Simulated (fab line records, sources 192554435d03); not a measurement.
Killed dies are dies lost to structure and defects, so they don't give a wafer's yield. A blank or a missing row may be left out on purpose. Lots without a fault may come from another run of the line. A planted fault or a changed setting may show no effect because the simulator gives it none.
Chamber matching | flow n5_finfet | N5_BEOL_M9_CURE_71 on uv_cure-01: 3 sister chambers
The step cures SiCOH lowk, time 240 s. 24 wafers are shown with their chamber, then 12 later ones without.

WAFERS WITH THEIR CHAMBER
wafer  | chamber | wafer_temp_C_max | lamp_power_pct (%)
L077.1 | 1       | 386.6            | 52.41
L077.2 | 1       | 386.5            | 52.31
L077.6 | 1       | 386.5            | 52.34
L079.4 | 2       | 389.2            | 52.31
L079.5 | 2       | 388.3            | 52.33
L079.6 | 2       | 388.5            | 52.34
L080.1 | 2       | 388.4            | 52.34
L080.3 | 2       | 388.8            | 52.32
L080.4 | 2       | 387.2            | 52.37
L082.2 | 2       | 389.2            | 52.30
L082.3 | 2       | 388.3            | 52.27
L082.6 | 2       | 388.0            | 52.28
L081.2 | 2       | 387.8            | 52.30
L081.4 | 2       | 388.1            | 52.27
L081.6 | 2       | 388.0            | 52.39
L084.1 | 1       | 386.9            | 52.22
L084.2 | 1       | 387.1            | 52.33
L084.4 | 1       | 386.1            | 52.35
L088.1 | 0       | 386.7            | 52.30
L088.2 | 0       | 388.1            | 52.26
L088.3 | 0       | 386.6            | 52.37
L086.1 | 1       | 386.6            | 52.40
L086.3 | 1       | 386.3            | 52.33
L086.4 | 1       | 386.2            | 52.33

SIGNATURES (means of the wafers above)
reading          | chamber 0 | chamber 1 | chamber 2 | scatter within a chamber
wafer_temp_C_max | 387.133   | 386.533   | 388.317   | 0.527
lamp_power_pct   | 52.3100   | 52.3356   | 52.3183   | 0.0468
Rule: a wafer's distance from a chamber is the root of the sum, over the readings, of the square of ((its reading less the chamber's mean) divided by the reading's scatter). The wafer belongs to the nearest chamber; if the next one is less than 2 further off, it can't be placed. The scatter: the root of (the sum of the squares of (reading less its chamber's mean) over the shown wafers, divided by (wafers less chambers)).

WAFERS WITHOUT THEIR CHAMBER
wafer  | wafer_temp_C_max | lamp_power_pct (%)
L090.1 | 387.4            | 52.31
L090.2 | 387.2            | 52.29
L090.5 | 386.5            | 52.32
L091.3 | 386.7            | 52.28
L091.4 | 386.4            | 52.41
L091.6 | 386.3            | 52.28
L095.2 | 386.3            | 52.27
L095.3 | 386.4            | 52.25
L095.6 | 386.1            | 52.40
L097.3 | 387.6            | 52.26
L097.4 | 386.7            | 52.28
L097.6 | 387.2            | 52.28

WHICH CHAMBER EACH WENT THROUGH
wafer  | from the rows above          | in truth
L090.1 | can't be placed: 0 or 1 or 2 | 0
L090.2 | can't be placed: 0 or 1 or 2 | 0
L090.5 | can't be placed: 1 or 0      | 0
L091.3 | can't be placed: 0 or 1      | 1
L091.4 | can't be placed: 1 or 0      | 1
L091.6 | can't be placed: 1 or 0      | 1
L095.2 | can't be placed: 1 or 0      | 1
L095.3 | can't be placed: 1 or 0      | 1
L095.6 | can't be placed: 1 or 0      | 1
L097.3 | can't be placed: 0 or 2 or 1 | 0
L097.4 | can't be placed: 0 or 1      | 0
L097.6 | can't be placed: 0 or 1 or 2 | 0
Placed correctly: 0 of 12. Can't be placed from these rows: 12 (the true chamber is among the candidates in 12). Placed wrongly: 0.
